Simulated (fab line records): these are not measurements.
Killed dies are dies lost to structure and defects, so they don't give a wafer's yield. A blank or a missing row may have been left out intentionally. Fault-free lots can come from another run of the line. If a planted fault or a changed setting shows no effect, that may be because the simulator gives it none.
Matching of chambers / flow nandHarc / NHARC_A_CONTACT_ETCH_51 on rieDiel-01: 4 sister chambers
The step etches the open film in O2/COS, target depth 7000 nm, time 1820 s. 4 wafers are shown with their chamber, then 8 later ones without.

WAFERS, EACH WITH ITS CHAMBER
wafer=L860.3; chamber=3; drypumpMotorCurrentA (A)=5.1
wafer=L863.2; chamber=2; drypumpMotorCurrentA (A)=5.9
wafer=L863.5; chamber=1; drypumpMotorCurrentA (A)=5.4
wafer=L865.3; chamber=0; drypumpMotorCurrentA (A)=6.3

WAFERS WHOSE CHAMBER IS MISSING
wafer=L865.5; drypumpMotorCurrentA (A)=5.9
wafer=L865.6; drypumpMotorCurrentA (A)=5.5
wafer=L864.1; drypumpMotorCurrentA (A)=6.3
wafer=L864.3; drypumpMotorCurrentA (A)=5.2
wafer=L864.4; drypumpMotorCurrentA (A)=5.4
wafer=L866.1; drypumpMotorCurrentA (A)=5.9
wafer=L866.3; drypumpMotorCurrentA (A)=5.2
wafer=L866.5; drypumpMotorCurrentA (A)=5.1

WHICH CHAMBER EACH ONE RAN IN
wafer=L865.5; from the rows above=2; in truth=2
wafer=L865.6; from the rows above=1; in truth=1
wafer=L864.1; from the rows above=0; in truth=0
wafer=L864.3; from the rows above=can't be placed: 3 or 1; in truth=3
wafer=L864.4; from the rows above=1; in truth=1
wafer=L866.1; from the rows above=2; in truth=2
wafer=L866.3; from the rows above=can't be placed: 3 or 1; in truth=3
wafer=L866.5; from the rows above=3; in truth=3
6 of 8 placed correctly. Not placeable from these rows: 2 (in 2, the candidates include the true chamber). Placed wrongly: 0.
How it was worked out, from the rows above alone: a wafer's distance from a chamber is the root of the sum, over the readings, of the square of ((its reading less the chamber's mean) divided by the reading's scatter). If the next closest chamber is less than 2 further off than the closest, the wafer can't be placed; otherwise it belongs to the closest. For every chamber, the mean is computed from those of its wafers that are shown. The scatter: with one shown wafer a chamber, the root of the mean of the squares of how far each hidden wafer lies from its nearest shown one.
